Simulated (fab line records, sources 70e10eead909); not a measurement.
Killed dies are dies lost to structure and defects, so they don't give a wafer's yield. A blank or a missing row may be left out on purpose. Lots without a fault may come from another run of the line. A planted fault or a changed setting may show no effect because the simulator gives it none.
Which tool did it? | flow nand_harc | 12 lots, 36 wafers sampled, at 5 steps of a route of 1302

WHAT THE GAUGES READ, wafer by wafer
NHARC_P_M2_INSPECT_11.
lot  | measured     | on                | raw_defect_count
L580 | day 5 15:00  | defect_inspect-02 | 8 5 1
L581 | day 5 18:57  | defect_inspect-01 | 4 7 5
L582 | day 6 04:42  | defect_inspect-02 | 4 4 10
L584 | day 7 02:19  | defect_inspect-02 | 2 5 5
L585 | day 7 08:25  | defect_inspect-02 | 1 6 5
L586 | day 8 01:05  | defect_inspect-02 | 2 0 2
L587 | day 8 13:58  | defect_inspect-01 | 7 2 3
L589 | day 9 11:56  | defect_inspect-01 | 6 1 4
L592 | day 10 11:32 | defect_inspect-02 | 4 5 5
L595 | day 11 11:33 | defect_inspect-01 | 4 2 4
L598 | day 13 00:47 | defect_inspect-02 | 6 4 2
L599 | day 13 15:58 | defect_inspect-01 | 4 7 8

NHARC_END_SORT_01.
lot  | measured     | on        | defect_limited_yield (%) | killed_at_array | killed_at_other | killed_at_periphery | killed_dies | killed_open | killed_short
L599 | day 32 10:44 | prober-02 | 94.1 92.3 93.2           | 36 46 40        | 0 1 1           | 4 5 5               | 40 52 46    | 7 3 4       | 4 3 3

WHICH TOOL RAN EACH LOT (tool, then ch and the chambers of the sampled wafers, then the start)
lot  | NHARC_P_M1_DEP_33               | NHARC_P_M2_ETCH_35                 | NHARC_P_M2_STRIP_18
L580 | pecvd-02 ch 1,2, day 5 13:27    | rie_diel-04 ch 0,1,2, day 5 15:10  | rie_diel-04 ch 0,1,2, day 5 15:31
L581 | pecvd-03 ch 0,1, day 5 17:37    | rie_diel-05 ch 1,2, day 5 19:06    | rie_diel-04 ch 0,2,3, day 5 19:26
L582 | pecvd-04 ch 0,1,2, day 6 03:27  | rie_diel-04 ch 1,3, day 6 04:50    | rie_diel-05 ch 0,2,3, day 6 05:10
L584 | pecvd-02 ch 0,1, day 7 00:58    | rie_diel-04 ch 0,1,2, day 7 02:28  | rie_diel-04 ch 1,3, day 7 02:46
L585 | pecvd-03 ch 0,1,2, day 7 07:02  | rie_diel-04 ch 1,2,3, day 7 08:34  | rie_diel-05 ch 2,3, day 7 08:52
L586 | pecvd-04 ch 0,1, day 7 23:45    | rie_diel-05 ch 1,3, day 8 01:16    | rie_diel-05 ch 1,2,3, day 8 01:33
L587 | pecvd-03 ch 0,2, day 8 12:46    | rie_diel-04 ch 1,3, day 8 14:08    | rie_diel-05 ch 0,3, day 8 14:27
L589 | pecvd-04 ch 0,1,2, day 9 10:43  | rie_diel-04 ch 0,2,3, day 9 12:05  | rie_diel-04 ch 0,1, day 9 12:22
L592 | pecvd-03 ch 0,1,2, day 10 10:10 | rie_diel-04 ch 0,2, day 10 11:41   | rie_diel-05 ch 0,2,3, day 10 12:00
L595 | pecvd-02 ch 0,1, day 11 10:13   | rie_diel-05 ch 2,3, day 11 11:42   | rie_diel-03 ch 0,2,3, day 11 11:59
L598 | pecvd-02 ch 1,2, day 12 23:33   | rie_diel-04 ch 0,1,2, day 13 00:59 | rie_diel-04 ch 0,3, day 13 01:25
L599 | pecvd-03 ch 0,1, day 13 14:37   | rie_diel-05 ch 0,1,2, day 13 16:08 | rie_diel-05 ch 0,1,2, day 13 16:29
- NHARC_P_M1_DEP_33: deposits SiCN, target thk 30 nm.
- NHARC_P_M2_ETCH_35: etches the open film in N2/H2, target depth 40 nm, overetch 12 nm, time 43.94 s.
- NHARC_P_M2_STRIP_18: strips in N2/H2.

WHAT THE TOOLS THEMSELVES READ (means of the sampled wafers that have a number; where no wafer has one, the mark that the record gives instead)
NHARC_P_M1_DEP_33.
lot  | tool     | heater_power_w (W)
L580 | pecvd-02 | 595
L581 | pecvd-03 | 625
L582 | pecvd-04 | 544
L584 | pecvd-02 | 541
L585 | pecvd-03 | 594
L586 | pecvd-04 | 487
L587 | pecvd-03 | 562
L589 | pecvd-04 | 561
L592 | pecvd-03 | 584
L595 | pecvd-02 | 545
L598 | pecvd-02 | 619
L599 | pecvd-03 | 640

NHARC_P_M2_ETCH_35.
lot  | tool        | drypump_motor_current_A (A) | oes_product_au (a.u.) | rf_vpp_V (V) | run_length_s (s) | showerhead_plenum_p_Torr (Torr) | throttle_valve_pct (%)
L580 | rie_diel-04 | 5.6                         | 1.009                 | 429.5        | 65.1             | 1.99                            | 14.172
L581 | rie_diel-05 | 5.8                         | 1.001                 | 433.8        | 65.0             | 2.12                            | 14.173
L582 | rie_diel-04 | 5.5                         | 1.000                 | 427.9        | 65.3             | 1.97                            | 14.172
L584 | rie_diel-04 | 5.6                         | 1.003                 | 429.5        | 65.4             | 1.99                            | 14.165
L585 | rie_diel-04 | 5.5                         | 1.003                 | 428.6        | 65.1             | 1.96                            | 14.170
L586 | rie_diel-05 | 5.8                         | 0.991                 | 432.2        | 64.9             | 2.10                            | 14.163
L587 | rie_diel-04 | 5.5                         | 1.006                 | 428.6        | 65.1             | 1.97                            | 14.169
L589 | rie_diel-04 | 5.2                         | 1.007                 | 429.7        | 65.4             | 1.99                            | 14.179
L592 | rie_diel-04 | 5.5                         | 1.012                 | 428.7        | 65.4             | 1.98                            | 14.169
L595 | rie_diel-05 | 5.7                         | 0.993                 | 432.3        | 64.9             | 2.09                            | 14.179
L598 | rie_diel-04 | 5.7                         | 1.001                 | 429.5        | 57.5             | 1.99                            | 14.170
L599 | rie_diel-05 | 5.9                         | 0.988                 | 431.1        | 65.1             | 2.07                            | 14.171

NHARC_P_M2_STRIP_18.
lot  | tool        | drypump_motor_current_A (A) | oes_product_au (a.u.) | rf_vpp_V (V) | showerhead_plenum_p_Torr (Torr) | throttle_valve_pct (%)
L580 | rie_diel-04 | 5.6                         | 1.004                 | 90.1         | 1.99                            | 14.171
L581 | rie_diel-04 | 5.2                         | 1.004                 | 90.1         | 1.99                            | 14.170
L582 | rie_diel-05 | 5.9                         | 0.999                 | 90.7         | 2.07                            | 14.176
L584 | rie_diel-04 | 5.2                         | 1.000                 | 90.0         | 1.96                            | 14.170
L585 | rie_diel-05 | 5.7                         | 0.997                 | 90.8         | 2.10                            | 14.161
L586 | rie_diel-05 | 5.8                         | 0.997                 | 91.2         | 2.11                            | 14.171
L587 | rie_diel-05 | 5.9                         | 0.985                 | 91.2         | 2.05                            | 14.164
L589 | rie_diel-04 | 5.4                         | 1.001                 | 90.6         | 2.03                            | 14.179
L592 | rie_diel-05 | 5.9                         | 0.998                 | 91.0         | 2.07                            | 14.169
L595 | rie_diel-03 | 5.3                         | 1.000                 | 91.2         | 2.07                            | 14.175
L598 | rie_diel-04 | 5.1                         | 1.017                 | 90.3         | 2.03                            | 14.167
L599 | rie_diel-05 | 5.9                         | 0.995                 | 90.9         | 2.07                            | 14.174

THE ANSWER, worked out from the rows above alone
Rule: what is usual is taken from the lots themselves. Put in order of their means at a reading, lots are off if they are a third of the lots or fewer, leave a main group of 4 or more, and stand apart from it by a gap of 3 or more times the standard deviation of the main group's means; of several such gaps the widest counts. A main group whose means are all the same, to the digits that the tables above print for the reading, isn't used. A lot without any number at a reading at which 4 lots or more have one is off too. The other lots that the step has rows for count as sound. The gauges are gone through in route order, then the tools' own readings, and for those a lot's mean is taken as printed above. The first step at which some lot is off is used, and at that step the reading that is off furthest; a lot without a number counts as furthest.
Off: L598, at NHARC_P_M2_ETCH_35 (run_length_s). The main group: mean 65.2 s, standard deviation 0.18.
A tool fits if, at that step or a process step before it, it ran every lot that is off, and no sound lot after the first of them. Can't be told from this: 2 tools fit, pecvd-02 at NHARC_P_M1_DEP_33, rie_diel-04 at NHARC_P_M2_ETCH_35.

WHAT THE SIMULATOR HAD PUT IN
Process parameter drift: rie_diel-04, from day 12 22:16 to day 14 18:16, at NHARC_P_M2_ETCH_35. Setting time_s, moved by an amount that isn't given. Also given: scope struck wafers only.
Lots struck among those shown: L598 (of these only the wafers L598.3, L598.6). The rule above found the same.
